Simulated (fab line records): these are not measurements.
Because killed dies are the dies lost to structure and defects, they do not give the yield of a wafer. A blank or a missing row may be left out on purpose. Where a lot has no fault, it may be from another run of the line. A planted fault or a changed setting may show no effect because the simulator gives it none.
Matching of chambers + flow nand harc + NHARC_A_ZERO_WELL_ETCH_13 on rie si-04 has 4 sister chambers
The step etches the open film in HBr/Cl2, target depth 120 nm, time 40.1 s. 14 wafers are shown with their chamber, then 6 later ones without.

== WAFERS WITH THEIR CHAMBER ==
| wafer  | chamber | drypump motor current A (A) | oes product au (a.u.) | throttle valve pct (%) |
|--------|---------|-----------------------------|-----------------------|------------------------|
| L804.2 | 3       | 5.6                         | 0.998                 | 26.399                 |
| L804.6 | 3       | 5.6                         | 0.997                 | 26.398                 |
| L811.1 | 3       | 5.6                         | 1.008                 | 26.396                 |
| L811.3 | 0       | 6.3                         | 0.998                 | 26.407                 |
| L811.4 | 1       | 5.4                         | 0.998                 | 26.405                 |
| L812.1 | 1       | 5.5                         | 0.993                 | 26.391                 |
| L812.3 | 2       | 5.3                         | 0.993                 | 26.389                 |
| L812.4 | 3       | 5.6                         | 1.003                 | 26.389                 |
| L813.3 | 1       | 5.4                         | 1.000                 | 26.405                 |
| L813.5 | 1       | 5.4                         | 0.993                 | 26.399                 |
| L813.6 | 2       | 5.3                         | 0.985                 | 26.410                 |
| L814.1 | 1       | 5.4                         | 0.992                 | 26.382                 |
| L814.2 | 0       | 6.3                         | 1.000                 | 26.406                 |
| L814.5 | 1       | 5.4                         | 0.995                 | 26.396                 |

SIGNATURES (averages over the wafers above)
| reading                 | chamber 0 | chamber 1 | chamber 2 | chamber 3 | scatter within a chamber |
|-------------------------|-----------|-----------|-----------|-----------|--------------------------|
| drypump motor current A | 6.300     | 5.417     | 5.300     | 5.600     | 0.0289                   |
| oes product au          | 0.99900   | 0.99517   | 0.98900   | 1.00150   | 0.00402                  |
| throttle valve pct      | 26.40650  | 26.39633  | 26.39950  | 26.39550  | 0.00821                  |
Rule: a wafer's distance from a chamber is the root of the sum, over the readings, of the square of ((its reading less the chamber's mean) divided by the reading's scatter). The wafer belongs to the nearest chamber; if the next one is less than 2 further off, it can't be placed. The scatter: take each reading less its chamber's mean, square it, sum over the shown wafers, divide by the number of wafers less the number of chambers, and take the root.

== WAFERS MISSING THEIR CHAMBER ==
| wafer  | drypump motor current A (A) | oes product au (a.u.) | throttle valve pct (%) |
|--------|-----------------------------|-----------------------|------------------------|
| L817.1 | 5.4                         | 0.997                 | 26.407                 |
| L817.4 | 5.6                         | 0.994                 | 26.397                 |
| L817.5 | 6.3                         | 0.995                 | 26.403                 |
| L818.2 | 5.4                         | 1.022                 | 26.403                 |
| L818.3 | 5.3                         | 1.011                 | 26.385                 |
| L818.4 | 5.6                         | 1.016                 | 26.417                 |

== CHAMBER TAKEN BY EACH ==
| wafer  | from the rows above     | in truth |
|--------|-------------------------|----------|
| L817.1 | 1                       | 1        |
| L817.4 | 3                       | 3        |
| L817.5 | 0                       | 0        |
| L818.2 | can't be placed: 1 or 3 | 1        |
| L818.3 | can't be placed: 2 or 1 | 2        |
| L818.4 | 3                       | 3        |
Correctly placed: 4 of 6. These rows do not allow placing 2 (true chamber among the candidates in 2). Placed wrongly: 0.
